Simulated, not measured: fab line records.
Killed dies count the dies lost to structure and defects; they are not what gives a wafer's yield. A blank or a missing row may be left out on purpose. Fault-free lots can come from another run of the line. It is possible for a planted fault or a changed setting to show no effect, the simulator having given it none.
A struck lot beside a sound one + flow n5_finfet + 16 out of 1938 route steps
Sound: the wafers L190.2, L190.3, L190.5. The struck wafers were L197.1, L197.3, L197.5. The cause comes at the end.
At each step with rows: each side's tool, then ch and its chambers, then its first start. Under that, the readings that differ: sound wafers + struck wafers + difference of the means + sigmas: that difference in standard deviations of wafers without a fault.
alike: words and numbers the same on both sides, and readings whose means are apart by under 2 such deviations; not compared: readings that were withheld, readings missing a value for some wafer, numbers with overlapping values and no deviation given by the record, and bounds like >300 which may hide the same value.
Wherever a step has rows on one side only, a row that says differs or no value, or a row with sigmas, the two part there. Numbers that don't overlap but have no deviation are shown without sigmas and don't part them. A reading that every wafer of one side lacks parts them only if that side has two wafers or more.

first, 7 steps without rows for these wafers: N5_BEOL_M1_COAT_76 (time 60 s, resist thk 5 nm); N5_BEOL_M1_COAT_22 (resist thk 30 nm); N5_BEOL_M1_EBR_24; N5_BEOL_M1_SOFTBAKE_23 (time 60 s); N5_BEOL_M1_EXPOSE_25 (exposes mask V0, defocus 5 nm, target cd 24 nm); N5_BEOL_M1_PEB_26 (peb time 60 s); N5_BEOL_M1_DEVELOP_27 (develop time 30 s).
N5_BEOL_M1_CD_MEAS_28: target cd y 23.3 nm.
  sound on cd_sem-02 ch 0, day 8 06:26; struck on cd_sem-01 ch 0, day 9 17:05
  alike: cd_nm
N5_BEOL_M1_OVL_MEAS_29:
  sound on overlay-02 ch 0, day 8 06:29; struck on overlay-01 ch 0, day 9 17:07
| reading     | sound          | struck      | difference | sigmas |
|-------------|----------------|-------------|------------|--------|
| V0_OVL (nm) | -0.8 -0.8 -1.2 | 1.1 1.0 1.0 | +2.0       | +3     |
N5_BEOL_M1_INSPECT_30: inspects for defects (brightfield).
  sound: defect_inspect-01 at day 8 06:32; struck: defect_inspect-02 at day 9 17:11
  alike: raw_defect_count
N5_BEOL_M1_DESCUM_33: chemistry O2, time 7 s.
  sound on rie_diel-05 ch 0,2,3, day 8 06:34; struck on rie_diel-02 ch 0,2, day 9 17:14
  alike: drypump_motor_current_A, oes_product_au, rf_vpp_V, showerhead_plenum_p_Torr, throttle_valve_pct
  not compared: rf_hours_counter_h
N5_BEOL_M1_ETCH_77: etches underlayer in N2/H2, target depth 6.5 nm, time 5.2 s.
  sound on rie_diel-05 ch 0,2,3, day 8 06:36; struck on rie_diel-02 ch 0,2, day 9 17:16
  alike: drypump_motor_current_A, etch_rf_on_time_s, oes_product_au, rf_vpp_V, showerhead_plenum_p_Torr, throttle_valve_pct
  not compared: rf_hours_counter_h
N5_BEOL_M1_ETCH_69: etches SiARC in CF4, target depth 15.6 nm, time 26 s.
  sound on rie_diel-05 ch 0,2,3, day 8 06:37; struck on rie_diel-02 ch 0,2, day 9 17:17
| reading               | sound            | struck            | difference | sigmas |
|-----------------------|------------------|-------------------|------------|--------|
| etch_rf_on_time_s (s) | 27.0 26.5 25.6   | 17.4 17.4 17.4    | -9.0       | -14    |
| mfc_ar_sccm (sccm)    | 99.8 100.0 100.4 | 100.7 100.7 100.6 | +0.6       | +2     |
| oes_product_au (a.u.) | 0.63 0.59 0.64   | 0.93 0.92 0.92    | +0.30      | +4     |
  alike: drypump_motor_current_A, rf_vpp_V, showerhead_plenum_p_Torr, throttle_valve_pct
  not compared: rf_hours_counter_h
N5_BEOL_M1_ALD_98: deposits SiO2, target thk 2.5 nm, pulse time 1 s, co reactant pulse time 1 s.
  sound on ald_sin-02 ch 0,3, day 8 06:42; struck on ald_sin-04 ch 0,3, day 9 17:22
  alike: heater_power_w, precursor_pulse_height_rel
-- here the record skips 2 days between the struck wafers' starts before and after, leaving off in module BEOL_M1 and picking up in module BEOL_M4 (first step shown: number 1111 of the route) --
N5_BEOL_M4_RC_MEAS_101:
  sound on prober-01 ch 0, day 10 04:25; struck on prober-02 ch 0, day 11 21:31
  alike: DIBL_N, DIBL_P, IOFF_N, IOFF_P, ION_N, ION_P, SS_N, SS_P, VT_N, VT_P
-- the record jumps here: 5 days lie between the struck wafers' starts before and after (it left off in module BEOL_M4 and takes up again in module PASSIVATION, whose first step shown is number 1936 of the route) --
N5_PASSIVATION_PROBE_49:
  sound: prober-01 at day 14 14:48; struck: prober-02 at day 16 10:06
| reading                  | sound          | struck         | difference | sigmas |
|--------------------------|----------------|----------------|------------|--------|
| defect_limited_yield (%) | 92.6 92.8 91.6 | 89.0 89.6 89.2 | -3.1       | -2     |
| killed_dies              | 87 85 99       | 130 123 128    | +37        | +2     |
| killed_open              | 61 52 72       | 90 87 83       | +25        | +2     |
| sort_bin_6_memory (%)    | 2.5 3.3 3.4    | 4.6 4.8 4.1    | +1.4       | +2     |
| sort_n_pass              | 1093 1095 1081 | 1050 1057 1052 | -37        | -2     |
| sort_yield_pct (%)       | 92.6 92.8 91.6 | 89.0 89.6 89.2 | -3.1       | -2     |
  alike: killed_at_M0_to_M3, killed_at_M4_up, killed_at_contacts, killed_at_front_end, killed_at_other, killed_short, sort_bin_5_function

WHERE THEY PART
Earliest at N5_BEOL_M1_OVL_MEAS_29; latest, in this record, at N5_PASSIVATION_PROBE_49.

WHY: what had been put in by the simulator
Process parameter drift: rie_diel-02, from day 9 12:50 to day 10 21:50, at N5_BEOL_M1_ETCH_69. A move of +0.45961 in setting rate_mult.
